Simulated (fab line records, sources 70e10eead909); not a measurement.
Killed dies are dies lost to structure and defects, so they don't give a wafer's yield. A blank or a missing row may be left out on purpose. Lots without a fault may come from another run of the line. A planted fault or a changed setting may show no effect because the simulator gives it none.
Chamber matching | flow nand_harc | NHARC_A_STAIRCASE_ETCH_444 on rie_diel-13: 4 sister chambers
The step etches the open film in C4F8/O2, target depth 10200 nm, time 3400 s. 4 wafers are shown with their chamber, then 8 later ones without.

WAFERS WITH THEIR CHAMBER
wafer  | chamber | rf_vpp_V (V)
L081.5 | 0       | 803
L084.2 | 2       | 811
L084.5 | 1       | 803
L086.1 | 3       | 803

WAFERS WITHOUT THEIR CHAMBER
wafer  | rf_vpp_V (V)
L086.2 | 811
L086.4 | 804
L087.2 | 804
L087.3 | 801
L087.4 | 803
L097.2 | 801
L097.4 | 803
L097.6 | 801

WHICH CHAMBER EACH WENT THROUGH
wafer  | from the rows above          | in truth
L086.2 | 2                            | 2
L086.4 | can't be placed: 0 or 1 or 3 | 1
L087.2 | can't be placed: 0 or 1 or 3 | 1
L087.3 | can't be placed: 0 or 1 or 3 | 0
L087.4 | can't be placed: 0 or 1 or 3 | 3
L097.2 | can't be placed: 0 or 1 or 3 | 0
L097.4 | can't be placed: 0 or 1 or 3 | 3
L097.6 | can't be placed: 0 or 1 or 3 | 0
Placed correctly: 1 of 8. Can't be placed from these rows: 7 (the true chamber is among the candidates in 7). Placed wrongly: 0.
How it was worked out, from the rows above alone: a wafer's distance from a chamber is the root of the sum, over the readings, of the square of ((its reading less the chamber's mean) divided by the reading's scatter). The wafer belongs to the nearest chamber; if the next one is less than 2 further off, it can't be placed. A chamber's mean is the mean of its shown wafers. The scatter: with one shown wafer a chamber, the root of the mean of the squares of how far each hidden wafer lies from its nearest shown one.
